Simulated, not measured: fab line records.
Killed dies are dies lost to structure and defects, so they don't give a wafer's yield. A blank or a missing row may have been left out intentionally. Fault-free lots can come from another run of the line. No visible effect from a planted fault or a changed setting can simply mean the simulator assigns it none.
Matching of chambers	flow nand_harc	pecvd-02 running NHARC_A_SGD_CUT_DEP_00: 3 sister chambers
The step deposits SiNx, target thk 50 nm. 20 wafers are shown with their chamber, then 10 later ones without.

EACH WAFER AND ITS CHAMBER
wafer	chamber	heater_power_w (W)	susceptor_temp_C (C)
L081.1	2	596	400.28
L081.3	0	752	400.00
L081.4	1	756	399.93
L087.1	1	701	400.20
L087.2	0	784	400.05
L087.6	2	578	400.65
L089.1	1	798	399.75
L089.2	2	523	399.96
L089.5	0	712	400.21
L088.1	0	725	399.49
L088.3	1	720	399.80
L088.5	2	520	400.20
L086.1	2	529	399.83
L086.4	1	763	399.89
L086.6	0	770	400.00
L092.1	0	767	400.23
L092.5	1	786	399.40
L092.6	2	503	399.73
L091.1	2	511	400.09
L091.3	1	663	399.40

SIGNATURES, as means of the wafers listed above
reading	chamber 0	chamber 1	chamber 2	scatter within a chamber
heater_power_w	751.67	741.00	537.14	38.8
susceptor_temp_C	399.9967	399.7671	400.1057	0.29
Rule: a wafer lies at a distance from a chamber equal to the root of the sum of squares, over the readings, of (its reading less the chamber's mean, divided by the reading's scatter). The wafer belongs to the nearest chamber; if the next one is less than 2 further off, it can't be placed. The scatter is the square root of a quotient: the sum, over the shown wafers, of each reading's squared deviation from its chamber's mean, divided by wafers minus chambers.

WAFERS MISSING THEIR CHAMBER
wafer	heater_power_w (W)	susceptor_temp_C (C)
L091.4	758	400.05
L093.1	710	399.66
L093.2	493	400.36
L093.3	636	400.01
L094.3	620	400.45
L094.4	718	399.92
L094.6	622	399.97
L096.2	724	399.84
L096.4	791	399.90
L096.5	533	400.20

WHICH CHAMBER EACH WENT THROUGH
wafer	from the rows above	in truth
L091.4	can't be placed: 0 or 1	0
L093.1	can't be placed: 1 or 0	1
L093.2	2	2
L093.3	can't be placed: 2 or 1 or 0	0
L094.3	can't be placed: 2 or 0 or 1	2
L094.4	can't be placed: 1 or 0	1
L094.6	can't be placed: 2 or 1 or 0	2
L096.2	can't be placed: 1 or 0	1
L096.4	can't be placed: 0 or 1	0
L096.5	2	2
Placed correctly: 2 of 10. Unplaceable from these rows: 8, with the true chamber sitting among the candidates in 8. Wrongly placed: 0.
